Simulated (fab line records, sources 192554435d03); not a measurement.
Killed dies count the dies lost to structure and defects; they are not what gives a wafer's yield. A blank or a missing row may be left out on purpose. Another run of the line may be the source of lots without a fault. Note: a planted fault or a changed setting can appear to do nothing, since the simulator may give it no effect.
Which tool did it?	flow n5_finfet	36 wafers from 12 lots sampled at 3 of the route's 1938 steps

## WHAT THE GAUGES READ, wafer by wafer
N5_STI_FIN_REVEAL_INSPECT_13: inspects for defects (darkfield).
lot	measured	on	raw_defect_count
L075	day 2 19:00	defect_inspect-02	16 11 18
L077	day 3 06:56	defect_inspect-02	21 19 21
L079	day 3 22:29	defect_inspect-01	6 6 3
L081	day 4 08:22	defect_inspect-01	6 8 14
L083	day 4 19:28	defect_inspect-01	12 13 27
L085	day 5 08:56	defect_inspect-02	10 8 7
L087	day 5 20:25	defect_inspect-01	3 6 9
L089	day 6 08:36	defect_inspect-01	12 9 16
L091	day 6 19:01	defect_inspect-01	9 18 17
L093	day 7 09:57	defect_inspect-01	9 17 12
L095	day 7 20:09	defect_inspect-02	10 3 7
L097	day 8 08:56	defect_inspect-02	11 16 6

## WHICH TOOL RAN EACH LOT (tool, then ch and the chambers of the sampled wafers, then the start)
lot	N5_FIN_CUT_ETCH_21	N5_STI_FIN_REVEAL_OXIDATION_31
L075	rie_diel-02 ch 2,3, day 2 08:46	plasma_asher-02 ch 1, day 2 18:11
L077	rie_diel-02 ch 1,2,3, day 2 20:27	plasma_asher-02 ch 0,1, day 3 06:18
L079	rie_diel-01 ch 0,2,3, day 3 11:01	plasma_asher-02 ch 0,1, day 3 21:47
L081	rie_diel-05 ch 0,1,2, day 3 22:01	plasma_asher-01 ch 0,1, day 4 07:42
L083	rie_diel-01 ch 0,2, day 4 09:40	plasma_asher-01 ch 0,1, day 4 18:50
L085	rie_diel-02 ch 0,2, day 4 21:35	plasma_asher-02 ch 0,1, day 5 08:18
L087	rie_diel-05 ch 0,1,3, day 5 10:34	plasma_asher-02 ch 0,1, day 5 19:46
L089	rie_diel-01 ch 1,2,3, day 5 23:01	plasma_asher-01 ch 0,1, day 6 07:55
L091	rie_diel-01 ch 1,2, day 6 09:10	plasma_asher-01 ch 0,1, day 6 18:22
L093	rie_diel-05 ch 0,3, day 6 22:15	plasma_asher-01 ch 0, day 7 09:17
L095	rie_diel-01 ch 0,2, day 7 10:19	plasma_asher-01 ch 0, day 7 19:29
L097	rie_diel-01 ch 0,1,2, day 7 21:33	plasma_asher-02 ch 0,1, day 8 08:19
- N5_FIN_CUT_ETCH_21: etches SOC in N2/H2, target depth 219 nm, overetch 43.8 nm, time 523.5 s.
- N5_STI_FIN_REVEAL_OXIDATION_31: chemistry O2 PLASMA REMOTE, time 20 s.

## THE ANSWER, worked out from the rows above alone
Rule: usual is defined by the lots themselves. The widest of any qualifying gaps counts: lots, ordered by their means at a reading, are off when they make up no more than a third of the lots, leave a main group of 4 or more, and stand apart from it by 3 or more times the standard deviation of that group's means. If all means in a main group match to the digits the tables above print for the reading, that group is not used. Also off: a lot with no number at a reading for which 4 or more lots have one. Any other lot the step has rows for is counted as sound.
No lot is off on any of the readings shown, so nothing can be concluded from this.

## WHAT THE SIMULATOR HAD PUT IN
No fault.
